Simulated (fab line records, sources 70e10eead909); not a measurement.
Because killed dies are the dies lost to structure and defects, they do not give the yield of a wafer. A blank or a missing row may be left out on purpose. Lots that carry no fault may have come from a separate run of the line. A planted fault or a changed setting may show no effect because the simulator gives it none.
fab line records | flow nandHarc
[record] lots = 14 wafers = 42 lastDay = 33
route steps=1302 shown P_GATE@156
lots that met no fault: from a run of the same line without faults
startH: the number of hours between the record's first day and the start of the first shown wafer of the lot | waitH: hours elapsed since this lot's preceding step | " the same as in the row above | L1.1+2: one row covering several wafers at once | - no value, or no start given | * or withheld: withheld | < > ~ a bound
route shown NAME@n: names a module that has steps shown in the file, with the first one's number in the route | usual: mean/standard deviation of fault-free wafers | same: alike in all rows | chamber/n: place in a boat | sites: per-site readings | _std_site: their standard deviation | _edge_site: the outer-site mean with the inner-site mean subtracted | radiusMm: for every site, how far away it sits from the centre of the wafer | mask NAME#n: copy n | behind: the most recent tool/chamber to have shaped the wafer | hold: cause of the lot's hold/its duration in hours/its outcome | device: the transistor (n, p or np) that didn't switch | end of line: tests of these same wafers at the route's end | a step without rows: its recipe alone | killed: not the wafer's yield, but the dies lost to structure and defects at the first sort | map: shows each die of a wafer: x if killed, . if not, _ if none is there
set.NAME: setting as actually run; set.NAME@STEP: the setting as run at that earlier step | model.NAME: the simulator's own value behind a step, which no gauge read
route steps across a sampled set of lots; one table per step, one row per wafer
services: from which hour (startH, from the record's first day; less than 0 if before it) a tool's chamber was out of use, for how many hours, and why
[[steps]]
[step NHARC_P_GATE_ETCHBACK_37]
[recipe] targetDepthA = 345 timeS = 17.2 chf3FlowSccm = 50 o2FlowSccm = 10 arFlowSccm = 200 rfW = 500 biasW = 200 chemistry = CHF3/O2
[usual] drypumpMotorCurrentA = 5.7/0.45 o2FlowSccm = 9.99/0.03 oesProductAu = 0.95/0.033 rfVppV = 370.2/2.1 showerheadPlenumPTorr = 2.38/0.092 throttleValvePct = 20.572/0.0091
// columns lot.wafer tool chamber startH waitH drypumpMotorCurrentA o2FlowSccm oesProductAu rfHoursCounterH rfVppV showerheadPlenumPTorr throttleValvePct
L150.1 rieDiel-01 3 - - 5.3 9.99 1.00 5.7 373.9 2.52 20.574
L150.4 " 2 " " 5.3 10.03 1.00 4.3 369.0 2.32 20.574
L150.6 " 0 " " 5.9 9.98 0.99 - 371.6 2.45 20.567
L151.2 rieDiel-01 0 - - 5.9 9.98 0.94 6.1 370.7 2.45 20.566
L151.5 " 2 " " 5.3 9.96 0.94 - 368.7 2.32 20.571
L151.6 " 3 " " 5.3 9.97 0.95 - 373.7 2.53 20.584
L153.2 rieDiel-01 3 - - 5.3 10.02 1.00 5.9 373.4 2.52 20.593
L153.4 " 0 " " 5.9 9.95 1.01 6.4 372.1 2.45 20.581
L153.6 " 2 " " 5.3 10.02 0.99 - 370.3 2.32 20.567
L154.3 rieDiel-07 2 - - 5.1 9.97 0.93 0.5 373.5 2.54 20.566
L154.4 " 3 " " 6.5 9.97 0.94 0.6 369.9 2.31 20.584
L154.6 " 2 " " 5.0 9.94 0.92 - 373.7 2.54 20.575
L155.1 rieDiel-11 2 - - 5.9 9.99 0.98 1.3 368.5 2.32 20.561
L155.3 " 3 " " 5.6 10.00 0.92 1.4 369.2 2.36 20.582
L155.2 " 0 " " 6.0 10.00 0.97 1.8 371.4 2.48 20.577
L159.4 rieDiel-07 3 - - 6.5 10.00 0.92 4.6 369.5 2.31 20.564
L159.2 " 2 " " 5.1 10.03 0.92 3.5 374.6 2.54 20.563
L159.5 " 3 " " 6.5 9.96 0.92 - 369.0 2.31 20.567
L162.3 rieDiel-11 2 - - 5.9 9.99 0.95 4.8 368.6 2.32 20.563
L162.1 " 3 " " 5.6 10.06 0.92 5.7 368.8 2.36 20.573
L162.4 " 1 " " 6.2 10.02 0.93 6.0 368.2 2.31 20.562
L166.3 rieDiel-11 2 - - 5.9 10.03 0.93 8.2 369.6 2.32 20.578
L166.2 " 0 " " 6.0 9.99 0.93 9.2 373.6 2.47 20.565
L166.6 " 1 " " 6.2 9.93 0.92 - 368.6 2.31 20.561
L167.2 rieDiel-01 0 - - 5.9 9.94 0.93 2.9 371.8 2.45 20.581
L167.1 " 1 " " 6.2 9.95 0.90 2.5 368.7 2.31 20.574
L167.3 " 2 " " 5.3 10.02 0.93 3.8 368.9 2.32 20.572
L168.4 rieDiel-07 0 - - 5.2 10.02 0.92 8.4 368.6 2.27 20.572
L168.5 " 3 " " 6.5 10.04 0.92 - 367.5 2.31 20.565
L168.6 " 0 " " 5.3 9.97 0.92 - 367.6 2.27 20.583
L171.3 rieDiel-11 2 - - 5.9 10.03 0.94 0.4 368.6 2.32 20.578
L171.6 " 1 " " 6.2 9.98 0.93 - 368.8 2.31 20.574
L171.5 " 2 " " 5.9 10.06 0.93 - 369.4 2.32 20.552
L170.3 rieDiel-07 2 - - 5.0 9.97 0.94 0.8 373.0 2.53 20.563
L170.1 " 3 " " 6.5 9.97 0.93 0.8 368.6 2.31 20.564
L170.4 " 0 " " 5.3 9.96 0.94 1.4 366.2 2.27 20.565
L172.4 rieDiel-01 2 - - 5.2 10.04 0.91 6.4 368.9 2.32 20.564
L172.2 " 0 " " 5.9 9.98 0.92 5.1 371.1 2.45 20.576
L172.3 " 1 " " 6.2 9.98 0.93 5.4 367.9 2.30 20.578
L173.1 rieDiel-11 1 - - 6.2 10.01 0.93 1.9 369.4 2.31 20.565
L173.2 " 2 " " 5.9 9.98 0.93 2.4 368.7 2.32 20.569
L173.5 " 1 " " 6.2 10.03 0.93 - 369.5 2.31 20.569
[step NHARC_P_GATE_DEVELOP_90]
[recipe] timeS = 70
[usual] chillPlateTempC = 23.01/0.1 exhaustPa = 45.1/0.77
// columns lot.wafer tool chamber startH waitH chillPlateTempC exhaustPa
L150.1 lithoTrack-05 0 123 - 22.87 43.8
L150.4 " 0 " " 23.15 44.8
L150.6 " 0 " " 22.93 45.0
L151.2 lithoTrack-07 0 128 - 23.15 46.2
L151.5 " 0 " " 23.04 46.1
L151.6 " 0 " " 23.00 45.5
L153.2 lithoTrack-05 0 149 - 23.16 43.6
L153.4 " 0 " " 23.14 44.0
L153.6 " 0 " " 23.14 44.5
L154.3 lithoTrack-07 0 159 - 23.20 45.4
L154.4 " 0 " " 22.79 46.2
L154.6 " 0 " " 22.93 44.9
L155.1 lithoTrack-07 0 160 - 23.13 45.5
L155.2 " 0 " " 22.96 46.7
L155.3 " 0 " " 23.03 44.9
L159.2 lithoTrack-05 0 210 - 23.00 44.1
L159.4 " 0 " " 22.99 43.8
L159.5 " 0 " " 23.00 43.5
L162.1 lithoTrack-05 0 230 - 23.16 44.9
L162.3 " 0 " " 23.10 44.6
L162.4 " 0 " " 22.97 44.6
L166.2 lithoTrack-07 - 289 - - -
L166.3 " - " " - -
L166.6 " - " " - -
L167.1 lithoTrack-05 - 289 - - -
L167.2 " - " " - -
L167.3 " - " " - -
L168.4 lithoTrack-07 0 298 - 22.99 44.5
L168.5 " 0 " " 23.06 45.7
L168.6 " 0 " " 23.05 43.9
L171.3 lithoTrack-07 0 327 - 23.19 46.3
L171.5 " 0 " " 23.10 45.3
L171.6 " 0 " " 22.90 44.5
L170.1 lithoTrack-03 0 327 - 22.90 45.9
L170.3 " 0 " " 22.90 46.0
L170.4 " 0 " " 23.03 45.9
L172.2 lithoTrack-05 0 330 - 23.24 44.3
L172.3 " 0 " " 23.05 43.2
L172.4 " 0 " " 23.04 45.0
L173.1 lithoTrack-03 0 342 - 22.86 45.2
L173.2 " 0 " " 23.03 44.2
L173.5 " 0 " " 23.05 44.8
[step NHARC_P_GATE_DEGAS_109]
[recipe] tempC = 300 timeS = 60
[usual] heaterPowerW = 475/47 susceptorTempC = 299.98/0.21
// columns lot.wafer tool chamber startH waitH heaterPowerW susceptorTempC
L150.1 pvdSputter-03 - 125.70 0.1 453 300.07
L150.4 " - " " 476 300.02
L150.6 " - " " 425 299.71
L151.2 pvdSputter-03 - 130.82 0.1 483 299.80
L151.6 " - " " 460 299.77
L151.5 " - " " 417 299.82
L153.2 pvdSputter-01 - 151.27 0.1 517 300.23
L153.4 " - " " 426 300.10
L153.6 " - " " 448 299.86
L154.3 pvdSputter-03 - 161.69 0.1 418 299.87
L154.4 " - " " 473 300.10
L154.6 " - " " 422 300.20
L155.2 pvdSputter-03 - 162.75 0.1 481 299.98
L155.3 " - " " 416 299.75
L155.1 " - " " 537 299.90
L159.4 pvdSputter-03 - 212.20 0.1 436 299.95
L159.2 " - " " 422 300.01
L159.5 " - " " 516 300.23
L162.3 pvdSputter-02 - 232.83 0.1 550 299.78
L162.1 " - " " 485 299.74
L162.4 " - " " 523 299.90
L166.2 pvdSputter-03 - 291.22 0.1 527 299.78
L166.3 " - " " 447 299.98
L166.6 " - " " 528 300.06
L167.3 pvdSputter-03 - 292.02 0.1 443 299.61
L167.1 " - " " 420 300.04
L167.2 " - " " 419 300.00
L168.4 pvdSputter-02 - 300.72 0.1 566 300.01
L168.6 " - " " 519 299.59
L168.5 " - " " 494 299.95
L171.3 pvdSputter-01 - 330.06 0.1 420 299.79
L171.5 " - " " 464 299.87
L171.6 " - " " 485 299.81
L170.4 pvdSputter-02 - 330.33 0.1 517 300.04
L170.1 " - " " 488 299.91
L170.3 " - " " 489 300.42
L172.4 pvdSputter-01 - 332.46 0.1 439 299.97
L172.3 " - " " 477 299.94
L172.2 " - " " 488 300.46
L173.2 pvdSputter-03 - 344.90 0.1 531 300.21
L173.1 " - " " 423 299.94
L173.5 " - " " 441 300.00
[[services]]
// columns tool chamber startH hours kind
pvdSputter-02 - 104.00 10.0 pm
rieDiel-11 - 108.45 9.0 pm
rieDiel-07 - 117.21 9.0 pm
lithoTrack-05 - 124.00 7.0 pm
rieDiel-11 2 141.27 6.0 repair
rieDiel-11 0 141.80 5.3 repair
rieDiel-07 0 142.57 7.7 repair
pvdSputter-03 - 143.54 5.3 repair
rieDiel-07 0 160.31 22.7 repair
rieDiel-07 2 165.74 6.7 repair
pvdSputter-03 - 170.03 10.0 pm
rieDiel-07 3 178.37 3.9 repair
rieDiel-01 0 185.87 6.5 repair
rieDiel-07 3 196.90 4.0 repair
rieDiel-01 - 203.96 9.0 pm
rieDiel-01 1 213.72 9.4 repair
rieDiel-07 1 214.18 5.0 repair
rieDiel-11 2 217.57 5.0 repair
pvdSputter-03 - 223.56 3.3 repair
lithoTrack-07 - 251.00 7.0 pm
rieDiel-11 - 285.45 9.0 pm
rieDiel-11 0 294.91 5.9 repair
lithoTrack-05 - 299.00 7.0 pm
rieDiel-07 1 331.49 2.8 repair
[[key]]
[firstSign] step = NHARC_P_GATE_DEVELOP_90 reading = toolRecord direction = missing
effect none on later readings
metAt NHARC_P_GATE_DEVELOP_90
struckLots L166,L167
laterRowsLeftOut L166.2,L166.3,L166.6,L167.1,L167.2,L167.3
sortLeftOut L166.2,L166.3,L166.6,L167.1,L167.2,L167.3
testerLeftOut L166,L167
notActingAt NHARC_P_GATE_ETCHBACK_37,NHARC_P_GATE_DEGAS_109
onsetBetween 230 289
[fault] kind = skippedStepWhole tool = lithoTrack-05,lithoTrack-07 chamber = - onsetH = 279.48 steps = NHARC_P_GATE_DEVELOP_90 scope = struckLotsOnly
// testerLeftOut: of these lots the tester's yield and bins aren't shown, on N5 and GAA mostly nor the transistor test; their killed dies are dies lost to structure and defects alone, not to doping, threshold or leakage, so they don't give the yield
// sortLeftOut: the simulated sort isn't trusted on such a fault, so these wafers' sort isn't shown, and their yield isn't known
// laterRowsLeftOut: the simulator's readings of these wafers behind a module that went badly wrong aren't trusted and aren't shown, but for the sort
